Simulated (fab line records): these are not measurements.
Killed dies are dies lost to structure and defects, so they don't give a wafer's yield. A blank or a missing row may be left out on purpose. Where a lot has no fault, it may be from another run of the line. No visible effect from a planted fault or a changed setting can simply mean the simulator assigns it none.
fab line records | flow n5_finfet
[record] lots = 4 | wafers = 12 | last_day = 17
route steps=1938 shown BEOL_M0_SAQP@674 BEOL_M0_CUTY@701 BEOL_M0@715 BEOL_M4@1111 PASSIVATION@1936
lots that met no fault: taken from a fault-free run of the same line
start_h: start of the lot's first displayed wafer, in hours after the record's first day | wait_h: hours since the lot's step before | " unchanged from the row above | L1.1+2: a single row standing in for several wafers | - either no value or no given start | * or withheld: withheld | < > ~ a bound
route shown NAME@n: a module of which the file shows steps, and the number in the route of the first | usual: the fault-free wafers' mean and standard deviation | same: alike in all rows | chamber/n: place in a boat | sites: the reading at each site | _std_site: standard deviation of those values | _edge_site: outer sites' mean less inner sites' | radius_mm: for every site, how far away it sits from the centre of the wafer | mask NAME#n: copy n | behind: the tool/chamber that last shaped the wafer | hold: why the lot was held/for how many hours/how that ended | device: whichever transistor did not switch (one of n, p or np) | end of line: the tests these same wafers got at the end of their route | where a step has no rows: the recipe by itself | killed: count of dies lost to structure and defects at first sort (not the wafer's yield) | map: per-die view of a wafer (x killed, . not killed, _ where there is no die)
set.NAME: the run value of the setting; set.NAME@STEP: its run value at that earlier step | model.NAME: the simulator's own value behind a step, which no gauge read
certain route steps with their lots: each step a table, each wafer a row
services: the hour from which a tool's chamber was out of use, counted from the record's first day as start_h (under 0 if before that day), plus the number of hours and why
[[steps]]
[step N5_BEOL_M0_SAQP_STRIP_108]
[recipe] chemistry = N2/H2 | power_w = 500 | temp_c = 40 | pressure_mtorr = 50 | rf_frequency_hz = 6e+07 | overash_fraction = 0.3 | bias_power_w = 28 | h2_frac = 0.5 | n2_flow_sccm = 300 | h2_flow_sccm = 300
[step N5_BEOL_M0_SAQP_RECESS_109]
[recipe] chemistry = HF/NH3 | target = SiO2 | target_depth_a = 30 | afs_cycles = 1 | temp_c = 30 | sublimation_temp_c = 180 | sublimation_time_s = 60
[step N5_BEOL_M0_SAQP_SPACER2_ALD_26]
[recipe] material = SiO2 | target_thk_a = 150 | temp_c = 300 | ald_precursor_family = BDEAS | ald_co_reactant = O2-plasma | pulse_time_s = 1 | purge_time_s = 2 | co_reactant_purge_time_s = 2 | pressure_torr = 2
[step N5_BEOL_M0_SAQP_SPACER2_ETCHBACK_27]
[recipe] chemistry = CHF3/O2 | mode = anisotropic_etchback | target = SiO2 | target_depth_a = 225 | time_s = 11.25 | pressure_mtorr = 30 | source_w = 650 | bias_w = 170 | Ar_flow_sccm = 200 | CHF3_flow_sccm = 50 | O2_flow_sccm = 5 | ion_energy_ev = 200
[step N5_BEOL_M0_SAQP_MANDREL2_REMOVE_110]
[recipe] chemistry = HBr/Cl2/O2 | bt_time_s = 10 | target = a-Si | stop_on = SiCN | endpoint = OES-SiCl | over_etch_frac = 1 | icp_w = 600 | bias_w = 30 | HBr_flow_sccm = 150 | Cl2_flow_sccm = 80 | O2_flow_sccm = 5 | pressure_mtorr = 10
[step N5_BEOL_M0_SAQP_COAT_69]
[recipe] resist = SOC | temp_c = 250 | time_s = 60 | spin_rpm = 1500 | resist_thk_nm = 90
[step N5_BEOL_M0_SAQP_COAT_72]
[recipe] resist = SiARC | temp_c = 220 | time_s = 60 | spin_rpm = 1500 | resist_thk_nm = 15
[step N5_BEOL_M0_SAQP_COAT_87]
[recipe] resist = underlayer | temp_c = 205 | time_s = 60 | spin_rpm = 1500 | resist_thk_nm = 5
[step N5_BEOL_M0_SAQP_COAT_34]
[recipe] resist = CAR-EUV | spin_rpm = 1500 | resist_thk_nm = 30
[step N5_BEOL_M0_SAQP_EBR_36]
[recipe] solvent = PGMEA | ebr_width_mm = 1.5
[step N5_BEOL_M0_SAQP_SOFTBAKE_35]
[recipe] temp_c = 110 | time_s = 60 | resist = CAR-EUV
[step N5_BEOL_M0_SAQP_EXPOSE_37]
[recipe] mask_id = M0_CUT1 | na = 0.33 | source_shape = annular | sigma_inner = 0.35 | sigma_outer = 0.8 | polarization = unpolarized | target_cd_nm = 30 | dose_mj = 44.75
[usual] reticle_temp_C = 23.01/0.11
[same] na = 0.33
lot.wafer | tool           | chamber | start_h | wait_h | mask      | reticle_temp_C
L656.2    | euv_scanner-02 | 0       | 143.69  | -      | M0_CUT1#0 | 22.96
L656.3    | "              | 0       | "       | "      | M0_CUT1#0 | 22.87
L656.5    | "              | 0       | "       | "      | M0_CUT1#0 | 22.94
L659.1    | euv_scanner-02 | 0       | 161.12  | -      | M0_CUT1#0 | 22.90
L659.2    | "              | 0       | "       | "      | M0_CUT1#0 | 23.02
L659.5    | "              | 0       | "       | "      | M0_CUT1#0 | 23.02
L667.2    | euv_scanner-01 | 0       | 207.75  | -      | M0_CUT1#0 | 23.00
L667.3    | "              | 0       | "       | "      | M0_CUT1#0 | 23.19
L667.4    | "              | 0       | "       | "      | M0_CUT1#0 | 23.02
L672.2    | euv_scanner-02 | 0       | 245.19  | -      | M0_CUT1#0 | 22.88
L672.4    | "              | 0       | "       | "      | M0_CUT1#0 | 22.81
L672.5    | "              | 0       | "       | "      | M0_CUT1#0 | 22.96
[step N5_BEOL_M0_SAQP_PEB_38]
[recipe] peb_temp_c = 100 | peb_time_s = 60 | resist = CAR-EUV
[step N5_BEOL_M0_SAQP_DEVELOP_39]
[recipe] develop_time_s = 30 | developer = TMAH | resist = CAR-EUV | rinse_liquid = surfactant_rinse | dry = air_spin | dev_temp_c = 23
[step N5_BEOL_M0_SAQP_CD_MEAS_40]
[recipe] target_cd_nm = 30 | landing_energy_ev = 500 | detector = se_inlens
[usual] cd_nm = 29.95/0.24
lot.wafer | tool      | chamber | start_h | wait_h | cd_nm
L656.2    | cd_sem-01 | 0       | 143.82  | -      | 22.45
L656.3    | "         | 0       | "       | "      | 29.65
L656.5    | "         | 0       | "       | "      | 30.22
L659.1    | cd_sem-02 | 0       | 161.25  | -      | 21.81
L659.2    | "         | 0       | "       | "      | 21.82
L659.5    | "         | 0       | "       | "      | 29.98
L667.2    | cd_sem-03 | 0       | 207.88  | -      | 30.12
L667.3    | "         | 0       | "       | "      | 29.84
L667.4    | "         | 0       | "       | "      | 29.66
L672.2    | cd_sem-02 | 0       | 245.32  | -      | 30.41
L672.4    | "         | 0       | "       | "      | 30.15
L672.5    | "         | 0       | "       | "      | 30.02
[step N5_BEOL_M0_SAQP_DESCUM_45]
[recipe] chemistry = O2 | time_s = 7 | source_power_w = 50 | bias_power_w = 20 | pressure_mtorr = 20 | rf_frequency_hz = 2.712e+07 | temp_c = 40 | resist = CAR-EUV | o2_flow_sccm = 225
[usual] bias_power_w = 20.00/0.058 | drypump_motor_current_A = 5.6/0.36 | oes_product_au = 0.80/0.084 | rf_vpp_V = 243.6/1.4 | showerhead_plenum_p_Torr = 2.13/0.068 | throttle_valve_pct = 20.52/0.17
lot.wafer | tool        | chamber | start_h | wait_h | bias_power_w | drypump_motor_current_A | oes_product_au | rf_hours_counter_h | rf_vpp_V | showerhead_plenum_p_Torr | throttle_valve_pct | model.BEOL_M0_SAQP.cd_nm
L656.2    | rie_diel-02 | 0       | 143.95  | 0.0    | 19.86        | 5.6                     | 0.79           | 97                 | 243.2    | 2.12                     | 20.56              | 22.6
L656.3    | "           | 1       | "       | "      | 20.03        | 6.1                     | 0.90           | 37                 | 244.1    | 2.11                     | 20.60              | 29.8
L656.5    | "           | 0       | "       | "      | 20.05        | 5.6                     | 0.80           | -                  | 244.3    | 2.12                     | 20.55              | 30
L659.1    | rie_diel-04 | 1       | 161.43  | 0.1    | 19.99        | 5.0                     | 0.76           | 141                | 245.6    | 2.19                     | 20.56              | 21.8
L659.2    | "           | 3       | "       | "      | 20.00        | 5.4                     | 0.68           | 222                | 241.5    | 2.05                     | 20.64              | 22.2
L659.5    | "           | 1       | "       | "      | 19.95        | 5.0                     | 0.75           | -                  | 244.0    | 2.19                     | 20.56              | 29.8
L667.2    | rie_diel-02 | 1       | 208.07  | 0.1    | 19.92        | 6.1                     | 0.86           | 52                 | 244.3    | 2.11                     | 20.63              | 30
L667.3    | "           | 2       | "       | "      | 20.05        | 5.7                     | 0.75           | 161                | 245.4    | 2.18                     | 20.49              | 29.8
L667.4    | "           | 0       | "       | "      | 19.99        | 5.6                     | 0.78           | 113                | 242.7    | 2.11                     | 20.59              | 29.8
L672.2    | rie_diel-05 | 1       | 245.44  | 0.0    | 20.02        | 6.2                     | 0.80           | 103                | 243.9    | 2.09                     | 20.46              | 30.2
L672.4    | "           | 2       | "       | "      | 19.94        | 5.7                     | 0.73           | 175                | 239.0    | 2.00                     | 20.75              | 30.2
L672.5    | "           | 2       | "       | "      | 20.07        | 5.7                     | 0.73           | -                  | 242.3    | 2.00                     | 20.76              | 30
[step N5_BEOL_M0_SAQP_ETCH_88]
[recipe] chemistry = N2/H2 | target = underlayer | target_depth_a = 65 | time_s = 5.2 | ion_energy_ev = 200 | mask_material = CAR-EUV | pressure_mtorr = 30 | source_w = 840 | bias_w = 150 | n2_flow_sccm = 200 | h2_flow_sccm = 200 | ends = cleared
[step N5_BEOL_M0_SAQP_ETCH_73]
[recipe] chemistry = CF4 | target = SiARC | target_depth_a = 195 | mask_material = CAR-EUV | time_s = 32.5 | ion_energy_ev = 80 | pressure_mtorr = 40 | source_w = 545 | bias_w = 36 | Ar_flow_sccm = 100 | cf4_flow_sccm = 100 | ends = cleared
[step N5_BEOL_M0_SAQP_CUT_ETCH_46]
[recipe] chemistry = N2/H2 | target = SOC | target_depth_a = 1350 | overetch_a = 270 | temp_c = 40 | time_s = 202.5 | ion_energy_ev = 200 | mask_material = SiARC | pressure_mtorr = 30 | source_w = 840 | bias_w = 150 | n2_flow_sccm = 200 | h2_flow_sccm = 200
[step N5_BEOL_M0_SAQP_STRIP_74]
[recipe] chemistry = N2/H2 | temp_c = 40 | n2_flow_sccm = 200 | h2_flow_sccm = 200 | rf_frequency_hz = 6e+07
[step N5_BEOL_M0_SAQP_STRIP_89]
[recipe] chemistry = N2/H2 | temp_c = 40 | n2_flow_sccm = 200 | h2_flow_sccm = 200 | rf_frequency_hz = 6e+07
[step N5_BEOL_M0_SAQP_ALD_48]
[recipe] material = SiO2 | target_thk_a = 200 | temp_c = 100 | ald_precursor_family = BDEAS | ald_co_reactant = O2-plasma | pulse_time_s = 1 | co_reactant_pulse_time_s = 1 | purge_time_s = 2 | co_reactant_purge_time_s = 2 | ald_cycles = 139 | pressure_torr = 2
[step N5_BEOL_M0_SAQP_ETCH_49]
[recipe] chemistry = CF4/O2 | target_depth_a = 370 | target = SiO2 | pressure_mtorr = 40 | source_w = 535 | bias_w = 49 | Ar_flow_sccm = 100 | cf4_flow_sccm = 100 | O2_flow_sccm = 10 | ion_energy_ev = 100
[usual] drypump_motor_current_A = 5.6/0.36 | oes_product_au = 0.79/0.084 | rf_vpp_V = 242/6.3 | showerhead_plenum_p_Torr = 2.23/0.077 | throttle_valve_pct = 15.96/0.14
lot.wafer | tool        | chamber | start_h | wait_h | drypump_motor_current_A | oes_product_au | rf_hours_counter_h | rf_vpp_V | showerhead_plenum_p_Torr | throttle_valve_pct | model.BEOL_M0_SAQP.cd_nm
L656.2    | rie_diel-02 | 2       | 144.83  | 0.3    | 5.8                     | 0.76           | 145                | 250      | 2.29                     | 15.87              | 22.6
L656.3    | "           | 3       | "       | "      | 5.7                     | 0.97           | 4                  | 237      | 2.36                     | 15.72              | 29.8
L656.5    | "           | 3       | "       | "      | 5.7                     | 0.97           | -                  | 237      | 2.36                     | 15.73              | 30
L659.1    | rie_diel-05 | 2       | 162.37  | 0.4    | 5.7                     | 0.75           | 146                | 231      | 2.10                     | 15.99              | 22
L659.2    | "           | 3       | "       | "      | 5.3                     | 0.74           | 167                | 241      | 2.13                     | 15.93              | 22.4
L659.5    | "           | 0       | "       | "      | 5.0                     | 0.67           | -                  | 248      | 2.26                     | 16.39              | 30.2
L667.2    | rie_diel-02 | 1       | 208.88  | 0.3    | 6.0                     | 0.87           | 52                 | 241      | 2.24                     | 16.08              | 30.2
L667.3    | "           | 2       | "       | "      | 5.7                     | 0.74           | 161                | 250      | 2.29                     | 15.88              | 29.8
L667.4    | "           | 0       | "       | "      | 5.6                     | 0.78           | 113                | 240      | 2.24                     | 16.01              | 29.4
L672.2    | rie_diel-05 | 3       | 246.25  | 0.3    | 5.4                     | 0.73           | 196                | 242      | 2.12                     | 15.99              | 30.2
L672.4    | "           | 0       | "       | "      | 4.9                     | 0.94           | 12                 | 247      | 2.25                     | 15.95              | 30.8
L672.5    | "           | 2       | "       | "      | 5.7                     | 0.73           | -                  | 230      | 2.09                     | 16.06              | 30.6
[step N5_BEOL_M0_SAQP_STRIP_75]
[recipe] chemistry = CF4 | resist = SiARC | power_w = 300 | bias_power_w = 75 | pressure_mtorr = 50 | cf4_flow_sccm = 150 | rf_frequency_hz = 6e+07
[step N5_BEOL_M0_CUTY_COAT_50]
[recipe] resist = SiARC | temp_c = 220 | time_s = 60 | spin_rpm = 1500 | resist_thk_nm = 15
[step N5_BEOL_M0_CUTY_COAT_51]
[recipe] resist = CAR-ArF-block | spin_rpm = 1500 | resist_thk_nm = 150
[step N5_BEOL_M0_CUTY_EBR_52]
[recipe] solvent = PGMEA | ebr_width_mm = 1.5
[step N5_BEOL_M0_CUTY_SOFTBAKE_53]
[recipe] temp_c = 110 | time_s = 60 | resist = CAR-ArF-block
[step N5_BEOL_M0_CUTY_EXPOSE_54]
[recipe] mask_id = M0_ABLK | na = 1.35 | source_shape = conventional | sigma_outer = 0.8 | polarization = unpolarized | dose_mj = 36
[step N5_BEOL_M0_CUTY_PEB_55]
[recipe] peb_temp_c = 110 | peb_time_s = 60 | resist = CAR-ArF-block
[step N5_BEOL_M0_CUTY_DEVELOP_56]
[recipe] develop_time_s = 30 | developer = TMAH | resist = CAR-ArF-block | rinse_liquid = diw | dry = air_spin | dev_temp_c = 23
[step N5_BEOL_M0_CUTY_DESCUM_61]
[recipe] chemistry = O2 | time_s = 7.9 | source_power_w = 50 | bias_power_w = 20 | pressure_mtorr = 20 | rf_frequency_hz = 2.712e+07 | temp_c = 40 | resist = CAR-ArF-block | o2_flow_sccm = 225
[step N5_BEOL_M0_CUTY_ETCH_62]
[recipe] chemistry = CF4 | target = SiARC | mask_material = CAR-ArF-block | time_s = 58.5 | ion_energy_ev = 80 | pressure_mtorr = 40 | source_w = 545 | bias_w = 36 | Ar_flow_sccm = 100 | cf4_flow_sccm = 100 | ends = cleared
[step N5_BEOL_M0_CUTY_ETCH_63]
[recipe] chemistry = N2/H2 | target = SOC | target_depth_a = 827 | overetch_a = 165 | mask_material = SiARC | temp_c = 40 | ion_energy_ev = 200 | time_s = 124 | pressure_mtorr = 30 | source_w = 840 | bias_w = 150 | n2_flow_sccm = 200 | h2_flow_sccm = 200
[step N5_BEOL_M0_CUTY_STRIP_64]
[recipe] chemistry = N2/H2 | temp_c = 40 | n2_flow_sccm = 200 | h2_flow_sccm = 200 | rf_frequency_hz = 6e+07
[step N5_BEOL_M0_ETCH_138]
[recipe] chemistry = CH3F/O2 | target_depth_a = 120 | target = SiCN | time_s = 31.6 | ion_energy_ev = 120 | pressure_mtorr = 30 | source_w = 395 | bias_w = 75 | Ar_flow_sccm = 150 | CH3F_flow_sccm = 30 | O2_flow_sccm = 20 | ends = cleared
[step N5_BEOL_M4_RC_MEAS_101]
[usual] DIBL_N = 36.1/1.6 | DIBL_P = 35.7/1.8 | IOFF_N = 0.159/0.027 | IOFF_P = 0.21/0.03 | ION_N = 673/10 | ION_P = 462/7.4 | SS_N = 71.4/0.56 | SS_P = 73.2/0.61 | VT_N = 249.7/3 | VT_P = -250/3.1
lot.wafer | tool      | chamber | start_h | wait_h | DIBL_N[mV/V] | DIBL_P[mV/V] | IOFF_N[nA/um] | IOFF_P[nA/um] | ION_N[uA/um] | ION_P[uA/um] | SS_N[mV/dec] | SS_P[mV/dec] | VT_N[mV] | VT_P[mV]
L656.3    | prober-02 | 0       | 192.18  | 0.3    | 37.0         | 35.8         | 0.177         | 0.22          | 662          | 457          | 71.7         | 73.9         | 248.6    | -247
L656.5    | "         | 0       | "       | "      | 37.5         | 35.7         | 0.181         | 0.23          | 667          | 464          | 71.5         | 73.3         | 249.3    | -249
L659.5    | prober-01 | 0       | 210.45  | 0.6    | 35.4         | 34.5         | 0.136         | 0.18          | 655          | 451          | 71.0         | 72.6         | 254.1    | -253
L667.2    | prober-02 | 0       | 255.74  | 0.2    | 36.3         | 35.4         | 0.162         | 0.21          | 668          | 465          | 71.7         | 73.2         | 249.7    | -248
L667.3    | "         | 0       | "       | "      | 38.1         | 38.6         | 0.210         | 0.28          | 677          | 464          | 72.6         | 73.8         | 243.5    | -245
L667.4    | "         | 0       | "       | "      | 37.7         | 39.1         | 0.206         | 0.27          | 685          | 474          | 71.9         | 73.0         | 244.7    | -245
L672.2    | prober-01 | 0       | 309.41  | 0.2    | 33.5         | 33.4         | 0.125         | 0.17          | 674          | 463          | 71.4         | 72.5         | 253.5    | -253
L672.4    | "         | 0       | "       | "      | 36.8         | 37.8         | 0.185         | 0.24          | 687          | 469          | 71.3         | 73.4         | 248.2    | -248
L672.5    | "         | 0       | "       | "      | 33.9         | 33.7         | 0.131         | 0.17          | 674          | 459          | 71.1         | 72.3         | 248.2    | -253
[step N5_PASSIVATION_PROBE_49]
[usual] defect_limited_yield = 91.0/1.3 | killed_at_M0_to_M3 = 33/10 | killed_at_M4_up = 14/5.6 | killed_at_contacts = 12/5.8 | killed_at_front_end = 43/11 | killed_at_other = 4.1/2.8 | killed_dies = 106/15 | killed_on_rim = 14/3.9 | killed_open = 70/12 | killed_short = 34/7.5 | sort_bin_5_function = 5.3/0.88 | sort_bin_6_memory = 3.3/0.64 | sort_n_pass = 1074/15 | sort_yield_pct = 91.0/1.3
[same] gross_dies = 1180 | killed_at_back_side = 0 | sort_bin_4_leakage[%] = 0 | sort_bin_8_speed[%] = 0
lot.wafer | tool      | chamber | start_h | wait_h | defect_limited_yield[%] | killed_at_M0_to_M3 | killed_at_M4_up | killed_at_contacts | killed_at_front_end | killed_at_other | killed_dies | killed_on_rim | killed_open | killed_short | sort_bin_5_function[%] | sort_bin_6_memory[%] | sort_n_pass | sort_yield_pct[%]
L656.2    | prober-01 | -       | 299.00  | 0.1    | 0                       | 1101               | 17              | 7                  | 53                  | 2               | 1180        | 152           | 82          | 38           | 6.7                    | 4.2                  | 0           | 0
L656.3    | prober-01 | -       | 299.05  | 0.1    | 91.3                    | 36                 | 14              | 10                 | 38                  | 5               | 103         | 7             | 66          | 35           | 4.7                    | 3.8                  | 1077        | 91.3
L659.1    | prober-02 | -       | 313.92  | 0.0    | 0                       | 1117               | 8               | 6                  | 44                  | 5               | 1180        | 152           | 65          | 20           | 5.9                    | 2.9                  | 0           | 0
L659.2    | prober-02 | -       | 313.97  | 0.1    | 0                       | 1129               | 4               | 5                  | 40                  | 2               | 1180        | 152           | 50          | 24           | 4.7                    | 2.5                  | 0           | 0
L659.5    | prober-02 | -       | 314.12  | 0.2    | 89.7                    | 38                 | 12              | 17                 | 47                  | 8               | 122         | 15            | 99          | 21           | 5.8                    | 4.3                  | 1058        | 89.7
// killed by level:class
L656.2 BEOL_M0_SAQP:area_expose=1058 FIN_SAQP:geometric_particle:short=11 FIN_SAQP:geometric_particle:open=10 BEOL_M2:geometric_particle:open=10 STI_FIN_REVEAL:geometric_particle:open=9 BEOL_M3:geometric_particle:open=9 BEOL_M0_SAQP:geometric_particle:open=8 BEOL_M1:geometric_particle:open=8
L656.3 MOL_CONTACT_COAG:geometric_particle:open=8 STI_FIN_REVEAL:geometric_particle:open=7 BEOL_M0_SAQP:geometric_particle:short=7 BEOL_M1:geometric_particle:open=7 STARTING-WAFER:geometric_particle:open=6 GATE_CUT:geometric_particle:short=5 BEOL_M3:geometric_particle:open=5 FIN_SAQP:geometric_particle:short=4
L659.1 BEOL_M0_SAQP:area_expose=1093 FIN_SAQP:geometric_particle:open=14 STI_FIN_REVEAL:geometric_particle:open=11 BEOL_M1:geometric_particle:open=8 BEOL_M0_SAQP:geometric_particle:short=6 BEOL_M2:geometric_particle:open=5 DUMMY_GATE:geometric_particle:open=4 MOL_CONTACT_COAG:geometric_particle:open=4
L659.2 BEOL_M0_SAQP:area_expose=1105 STI_FIN_REVEAL:geometric_particle:open=12 BEOL_M0_SAQP:geometric_particle:open=7 FIN_SAQP:geometric_particle:short=6 FIN_SAQP:geometric_particle:open=5 GATE_CUT:geometric_particle:short=5 BEOL_M1:geometric_particle:open=5 BEOL_M0_SAQP:geometric_particle:short=4
L659.5 FIN_SAQP:geometric_particle:open=15 MOL_CONTACT_COAG:geometric_particle:open=14 STI_FIN_REVEAL:geometric_particle:open=13 BEOL_M0_SAQP:geometric_particle:open=8 BEOL_M3:geometric_particle:open=8 BEOL_M0:geometric_particle:open=6 BEOL_M1:geometric_particle:open=6 BEOL_M2:geometric_particle:open=6
// map L656.2 (x killed, . not)
_________________xxxxxxxxxxxx________________
______________xxxxxxxxxxxxxxxxxx_____________
___________xxxxxxxxxxxxxxxxxxxxxxxx__________
__________xxxxxxxxxxxxxxxxxxxxxxxxxx_________
________xxxxxxxxxxxxxxxxxxxxxxxxxxxxxx_______
_______xxxxxxxxxxxxxxxxxxxxxxxxxxxxxxxx______
______xxxxxxxxxxxxxxxxxxxxxxxxxxxxxxxxxx_____
_____xxxxxxxxxxxxxxxxxxxxxxxxxxxxxxxxxxxx____
____xxxxxxxxxxxxxxxxxxxxxxxxxxxxxxxxxxxxxx___
___xxxxxxxxxxxxxxxxxxxxxxxxxxxxxxxxxxxxxxxx__
___xxxxxxxxxxxxxxxxxxxxxxxxxxxxxxxxxxxxxxxx__
__xxxxxxxxxxxxxxxxxxxxxxxxxxxxxxxxxxxxxxxxxx_
__xxxxxxxxxxxxxxxxxxxxxxxxxxxxxxxxxxxxxxxxxx_
_xxxxxxxxxxxxxxxxxxxxxxxxxxxxxxxxxxxxxxxxxxxx
_xxxxxxxxxxxxxxxxxxxxxxxxxxxxxxxxxxxxxxxxxxxx
_xxxxxxxxxxxxxxxxxxxxxxxxxxxxxxxxxxxxxxxxxxxx
_xxxxxxxxxxxxxxxxxxxxxxxxxxxxxxxxxxxxxxxxxxxx
_xxxxxxxxxxxxxxxxxxxxxxxxxxxxxxxxxxxxxxxxxxxx
_xxxxxxxxxxxxxxxxxxxxxxxxxxxxxxxxxxxxxxxxxxxx
_xxxxxxxxxxxxxxxxxxxxxxxxxxxxxxxxxxxxxxxxxxxx
_xxxxxxxxxxxxxxxxxxxxxxxxxxxxxxxxxxxxxxxxxxxx
__xxxxxxxxxxxxxxxxxxxxxxxxxxxxxxxxxxxxxxxxxx_
__xxxxxxxxxxxxxxxxxxxxxxxxxxxxxxxxxxxxxxxxxx_
___xxxxxxxxxxxxxxxxxxxxxxxxxxxxxxxxxxxxxxxx__
___xxxxxxxxxxxxxxxxxxxxxxxxxxxxxxxxxxxxxxxx__
____xxxxxxxxxxxxxxxxxxxxxxxxxxxxxxxxxxxxxx___
_____xxxxxxxxxxxxxxxxxxxxxxxxxxxxxxxxxxxx____
______xxxxxxxxxxxxxxxxxxxxxxxxxxxxxxxxxx_____
_______xxxxxxxxxxxxxxxxxxxxxxxxxxxxxxxx______
________xxxxxxxxxxxxxxxxxxxxxxxxxxxxxx_______
__________xxxxxxxxxxxxxxxxxxxxxxxxxx_________
___________xxxxxxxxxxxxxxxxxxxxxxxx__________
______________xxxxxxxxxxxxxxxxxx_____________
_________________xxxxxxxxxxxx________________
// map L659.1 (x killed, . not)
_________________xxxxxxxxxxxx________________
______________xxxxxxxxxxxxxxxxxx_____________
___________xxxxxxxxxxxxxxxxxxxxxxxx__________
__________xxxxxxxxxxxxxxxxxxxxxxxxxx_________
________xxxxxxxxxxxxxxxxxxxxxxxxxxxxxx_______
_______xxxxxxxxxxxxxxxxxxxxxxxxxxxxxxxx______
______xxxxxxxxxxxxxxxxxxxxxxxxxxxxxxxxxx_____
_____xxxxxxxxxxxxxxxxxxxxxxxxxxxxxxxxxxxx____
____xxxxxxxxxxxxxxxxxxxxxxxxxxxxxxxxxxxxxx___
___xxxxxxxxxxxxxxxxxxxxxxxxxxxxxxxxxxxxxxxx__
___xxxxxxxxxxxxxxxxxxxxxxxxxxxxxxxxxxxxxxxx__
__xxxxxxxxxxxxxxxxxxxxxxxxxxxxxxxxxxxxxxxxxx_
__xxxxxxxxxxxxxxxxxxxxxxxxxxxxxxxxxxxxxxxxxx_
_xxxxxxxxxxxxxxxxxxxxxxxxxxxxxxxxxxxxxxxxxxxx
_xxxxxxxxxxxxxxxxxxxxxxxxxxxxxxxxxxxxxxxxxxxx
_xxxxxxxxxxxxxxxxxxxxxxxxxxxxxxxxxxxxxxxxxxxx
_xxxxxxxxxxxxxxxxxxxxxxxxxxxxxxxxxxxxxxxxxxxx
_xxxxxxxxxxxxxxxxxxxxxxxxxxxxxxxxxxxxxxxxxxxx
_xxxxxxxxxxxxxxxxxxxxxxxxxxxxxxxxxxxxxxxxxxxx
_xxxxxxxxxxxxxxxxxxxxxxxxxxxxxxxxxxxxxxxxxxxx
_xxxxxxxxxxxxxxxxxxxxxxxxxxxxxxxxxxxxxxxxxxxx
__xxxxxxxxxxxxxxxxxxxxxxxxxxxxxxxxxxxxxxxxxx_
__xxxxxxxxxxxxxxxxxxxxxxxxxxxxxxxxxxxxxxxxxx_
___xxxxxxxxxxxxxxxxxxxxxxxxxxxxxxxxxxxxxxxx__
___xxxxxxxxxxxxxxxxxxxxxxxxxxxxxxxxxxxxxxxx__
____xxxxxxxxxxxxxxxxxxxxxxxxxxxxxxxxxxxxxx___
_____xxxxxxxxxxxxxxxxxxxxxxxxxxxxxxxxxxxx____
______xxxxxxxxxxxxxxxxxxxxxxxxxxxxxxxxxx_____
_______xxxxxxxxxxxxxxxxxxxxxxxxxxxxxxxx______
________xxxxxxxxxxxxxxxxxxxxxxxxxxxxxx_______
__________xxxxxxxxxxxxxxxxxxxxxxxxxx_________
___________xxxxxxxxxxxxxxxxxxxxxxxx__________
______________xxxxxxxxxxxxxxxxxx_____________
_________________xxxxxxxxxxxx________________
[[services]]
tool           | chamber | start_h | hours | kind
rie_diel-05    | 2       | 128.71  | 1.6   | repair
rie_diel-04    | 2       | 130.35  | -     | clean
rie_diel-04    | 2       | 130.35  | -     | consumable_replace:focus_ring
rie_diel-04    | 2       | 130.35  | 22.3  | scheduled_down
rie_diel-04    | 2       | 130.35  | 22.3  | vent_cycle
euv_scanner-02 | -       | 136.57  | 0.3   | repair
rie_diel-05    | -       | 139.60  | 0.4   | repair
euv_scanner-01 | -       | 145.10  | 1.0   | pm
euv_scanner-02 | -       | 153.84  | 4.6   | pm
euv_scanner-02 | -       | 163.30  | 1.0   | pm
rie_diel-02    | -       | 180.09  | 1.3   | repair
rie_diel-05    | 0       | 181.45  | -     | clean
rie_diel-05    | 0       | 181.45  | -     | consumable_replace:focus_ring
rie_diel-05    | 0       | 181.45  | 24.0  | scheduled_down
rie_diel-05    | 0       | 181.45  | 24.0  | vent_cycle
euv_scanner-02 | 0       | 185.80  | -     | calibration
euv_scanner-01 | -       | 201.22  | 1.0   | pm
euv_scanner-01 | -       | 210.44  | 4.6   | pm
rie_diel-05    | 1       | 213.02  | 4.7   | repair
rie_diel-04    | 1       | 214.95  | 6.7   | repair
euv_scanner-02 | -       | 219.45  | 1.0   | pm
rie_diel-04    | 1       | 222.61  | 13.5  | repair
rie_diel-05    | 1       | 230.47  | 5.5   | repair
rie_diel-02    | 1       | 230.65  | 2.4   | repair
[[key]]
[first_sign] step = N5_BEOL_M0_SAQP_CD_MEAS_40 | reading = cd_nm | direction = down | sigmas = 33 | usual = 29.95 | struck = 22.03
[effect] step = N5_PASSIVATION_PROBE_49 | reading = killed_at_M0_to_M3 | direction = up | sigmas = 99+ | usual = 33 | struck = 1116
[model_effect] step = N5_BEOL_M0_SAQP_DESCUM_45 | value = BEOL_M0_SAQP.cd_nm | without = 30.07 | struck = 22.2
[model_effect] step = N5_BEOL_M0_SAQP_ETCH_49 | value = BEOL_M0_SAQP.cd_nm | without = 30.2 | struck = 22.33
[more_kills_born_at] N5_BEOL_M0_SAQP_EXPOSE_37@euv_scanner-02 = 3256
met_at N5_BEOL_M0_SAQP_EXPOSE_37
struck_wafers L656.2,L659.1,L659.2
later_rows_left_out L656.2,L659.1,L659.2
[fault] kind = process_parameter_drift | tool = euv_scanner-02 | chamber = - | onset_h = 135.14 | steps = N5_BEOL_M0_SAQP_EXPOSE_37 | channel = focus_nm | offset = 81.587 | shape = step | end_h = 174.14 | scope = struck_wafers_only
// later_rows_left_out: the simulator's readings of these wafers behind a module that went badly wrong aren't trusted and aren't shown, but for the sort
